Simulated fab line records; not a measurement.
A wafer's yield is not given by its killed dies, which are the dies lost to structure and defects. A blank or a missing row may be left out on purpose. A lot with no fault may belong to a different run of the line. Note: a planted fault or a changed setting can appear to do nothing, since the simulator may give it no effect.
A lot that was struck, set against a sound lot :: flow n5 finfet :: 16 out of 1938 route steps
Sound: wafers L970.1, L970.2, L970.6. Struck: wafer L968.4. (L968.3 of the same lot was not struck and is left out.) The cause comes at the end.
At each step with rows: each side's tool, then ch and its chambers, then its first start. Under that, the readings that differ: sound wafers :: struck wafers :: difference of the means :: sigmas: that difference in standard deviations of wafers without a fault.
alike: words and numbers the same on both sides, and readings whose means are apart by under 2 such deviations; not compared: readings that were withheld, readings missing a value for some wafer, numbers with overlapping values and no deviation given by the record, and bounds like >300 which may hide the same value.
The two part at a step that has a row with sigmas, a row that says differs or no value, or rows on one side only. Numbers that don't overlap but have no deviation are shown without sigmas and don't part them. A reading missing from all wafers of one side parts the sides only when that side holds two or more wafers.

first, 8 steps without rows for these wafers: N5_BEOL_M0_SAQP_COAT_81 (time 60 s, resist thk 100 nm); N5_BEOL_M0_SAQP_COAT_82 (time 60 s, resist thk 30 nm); N5_BEOL_M0_SAQP_COAT_08 (resist thk 90 nm); N5_BEOL_M0_SAQP_EBR_10; N5_BEOL_M0_SAQP_SOFTBAKE_09 (time 60 s); N5_BEOL_M0_SAQP_EXPOSE_11 (exposes mask M0 CORE, target cd 42 nm); N5_BEOL_M0_SAQP_PEB_12 (peb time 60 s); N5_BEOL_M0_SAQP_DEVELOP_13 (develop time 30 s).
N5_BEOL_M0_SAQP_CD_MEAS_14: target cd 42.5 nm.
  sound on cd sem-03 ch 0, day 9 09:45; struck on cd sem-01 ch 0, day 8 23:38
reading: cd nm (nm)
sound: 41.9 42.4 42.0
struck: 42.9
difference: +0.8
sigmas: +2
N5_BEOL_M0_SAQP_OVL_MEAS_15:
  sound on overlay-02 ch 0, day 9 09:47; struck on overlay-01 ch 0, day 8 23:40
  alike: M0_CORE_OVL
N5_BEOL_M0_SAQP_INSPECT_16: inspects for defects (brightfield).
  struck on defect inspect-02, day 8 23:41; sound on defect inspect-01, day 9 09:49
  alike: raw defect count
N5_BEOL_M0_SAQP_DESCUM_19: chemistry O2, time 7.9 s.
  sound on rie diel-03 ch 1,2,3, day 9 09:57; struck on rie diel-06 ch 1, day 8 23:43
  alike: drypump motor current A, oes product au, rf fwd power W, rf vpp V, showerhead plenum p Torr, temp c, throttle valve pct
  not compared: rf hours counter h
N5_BEOL_M0_SAQP_ETCH_83: etches SiARC in CF4, target depth 39 nm, time 65 s.
  sound on rie diel-03 ch 1,2,3, day 9 09:59; struck on rie diel-06 ch 1, day 8 23:45
reading: etch rf on time s (s)
sound: 67.7 66.5 64.6
struck: 43.3
difference: -23.0
sigmas: -19

reading: oes product au (a.u.)
sound: 0.67 0.63 0.58
struck: 0.93
difference: +0.30
sigmas: +5
  alike: drypump motor current A, rf fwd power W, rf vpp V, showerhead plenum p Torr, throttle valve pct
  not compared: rf hours counter h
N5_BEOL_M0_SAQP_ETCH_84: etches SOC in N2/H2, target depth 100 nm, overetch 20 nm, time 150 s.
  sound on rie diel-03 ch 1,2,3, day 9 10:02; struck on rie diel-06 ch 1, day 8 23:48
  alike: drypump motor current A, oes product au, rf fwd power W, rf vpp V, showerhead plenum p Torr, temp c, throttle valve pct
  not compared: rf hours counter h
-- record jumps: 2 days separate the struck wafers' starts on either side; left off in module BEOL_M0_SAQP, taken up again in module BEOL_M4, whose first shown step is the route's number 1111 --
N5_BEOL_M4_RC_MEAS_101:
  sound on prober-01 ch 0, day 11 17:05; struck on prober-02 ch 0, day 11 09:58
  alike: DIBL_N, DIBL_P, IOFF_N, IOFF_P, ION_N, ION_P, SS_N, SS_P, VT_N, VT_P
-- a jump in the record: the struck wafers' starts before and after are 4 days apart (it breaks off in module BEOL_M4 and resumes in module PASSIVATION, where the first step shown is number 1936 of the route) --
N5_PASSIVATION_PROBE_49:
  struck on prober-02, day 15 15:32; sound on prober-02, day 16 01:00
  alike: defect limited yield, killed_at_M0_to_M3, killed_at_M4_up, killed at contacts, killed at front end, killed at other, killed dies, killed open, killed short, sort_bin_5_function, sort_bin_6_memory, sort_bin_8_speed, sort n pass, sort yield pct

WHERE THEY PART
At N5_BEOL_M0_SAQP_CD_MEAS_14 first; at N5_BEOL_M0_SAQP_ETCH_83 last (within this record only). Later steps at which nothing parts them and some readings are alike: N5_BEOL_M0_SAQP_ETCH_84, N5_BEOL_M4_RC_MEAS_101, N5_PASSIVATION_PROBE_49.

WHY: whatever the simulator had introduced
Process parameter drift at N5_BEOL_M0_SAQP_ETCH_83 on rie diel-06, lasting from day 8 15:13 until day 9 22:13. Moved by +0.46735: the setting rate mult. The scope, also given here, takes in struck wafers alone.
